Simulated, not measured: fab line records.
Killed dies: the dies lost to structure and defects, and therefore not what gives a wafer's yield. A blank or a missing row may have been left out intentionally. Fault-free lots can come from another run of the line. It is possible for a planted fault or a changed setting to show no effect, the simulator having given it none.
Chamber matching -- flow n5Finfet -- 4 sister chambers for N5_BEOL_M0_SAQP_MANDREL_ETCH_103 on rieSi-04
The step etches a-Si in HBr/Cl2, stops on SiCN, target depth 45 nm, bt time 10 s, time 27 s. 7 wafers are shown with their chamber, then 8 later ones without.

## WAFERS WITH THEIR CHAMBER
wafer,chamber,drypumpMotorCurrentA (A),throttleValvePct (%)
L088.5,2,5.0,35.8
L089.3,1,5.2,35.6
L089.6,0,5.6,35.4
L091.2,0,5.7,35.4
L091.3,1,5.2,35.5
L091.4,3,5.7,34.9
L092.2,3,5.7,34.9

## WAFERS WITHOUT THEIR CHAMBER
wafer,drypumpMotorCurrentA (A),throttleValvePct (%)
L092.4,5.0,35.8
L092.6,5.0,35.8
L095.1,5.7,35.4
L095.2,5.0,35.8
L095.4,5.2,35.5
L096.1,5.6,35.4
L096.3,5.2,35.5
L096.5,5.2,35.5

## EACH ONE'S CHAMBER
wafer,from the rows above,in truth
L092.4,2,2
L092.6,2,2
L095.1,0,0
L095.2,2,2
L095.4,1,1
L096.1,0,0
L096.3,1,1
L096.5,1,1
8 of 8 placed correctly. From these rows, 0 cannot be placed. 0 placed wrongly.
How it was worked out, from the rows above alone: a wafer's distance from a chamber is the root of the sum, over the readings, of the square of ((its reading less the chamber's mean) divided by the reading's scatter). The wafer belongs to the nearest chamber; if the next one is less than 2 further off, it can't be placed. For every chamber, the mean is computed from those of its wafers that are shown. The scatter: take each reading less its chamber's mean, square it, sum over the shown wafers, divide by the number of wafers less the number of chambers, and take the root.
